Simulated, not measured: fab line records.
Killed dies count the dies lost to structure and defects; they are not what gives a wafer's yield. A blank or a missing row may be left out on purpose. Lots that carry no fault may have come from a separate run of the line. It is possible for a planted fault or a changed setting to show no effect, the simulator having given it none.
Matching of chambers / flow n5_finfet / N5_GATE_CUT_ETCH_37 on rie_diel-03 has 4 sister chambers
The step etches SOC in N2/H2, target depth 60 nm, overetch 12 nm, time 90 s. 4 wafers are shown with their chamber, then 7 later ones without.

## WAFERS, EACH WITH ITS CHAMBER
wafer=L082.5; chamber=0; drypump_motor_current_A (A)=6.7
wafer=L085.4; chamber=3; drypump_motor_current_A (A)=6.0
wafer=L089.1; chamber=1; drypump_motor_current_A (A)=6.1
wafer=L089.2; chamber=2; drypump_motor_current_A (A)=4.9

## WAFERS WITH NO CHAMBER GIVEN
wafer=L089.6; drypump_motor_current_A (A)=4.9
wafer=L092.1; drypump_motor_current_A (A)=6.7
wafer=L092.2; drypump_motor_current_A (A)=6.0
wafer=L092.5; drypump_motor_current_A (A)=4.9
wafer=L093.3; drypump_motor_current_A (A)=6.1
wafer=L093.4; drypump_motor_current_A (A)=5.9
wafer=L093.6; drypump_motor_current_A (A)=6.7

## WHICH CHAMBER EACH ONE RAN IN
wafer=L089.6; from the rows above=2; in truth=2
wafer=L092.1; from the rows above=0; in truth=0
wafer=L092.2; from the rows above=3; in truth=3
wafer=L092.5; from the rows above=2; in truth=2
wafer=L093.3; from the rows above=1; in truth=1
wafer=L093.4; from the rows above=3; in truth=3
wafer=L093.6; from the rows above=0; in truth=0
Placed correctly: 7 of 7. Not placeable from these rows: 0. Wrongly placed: 0.
How it was worked out, from the rows above alone: a wafer's distance from a chamber is the root of the sum, over the readings, of the square of ((its reading less the chamber's mean) divided by the reading's scatter). The wafer belongs to the nearest chamber; if the next one is less than 2 further off, it can't be placed. The mean given for a chamber averages the wafers shown for that chamber. The scatter (one wafer shown for each chamber): square how far every hidden wafer sits from the nearest shown wafer, average those squares and take the square root.
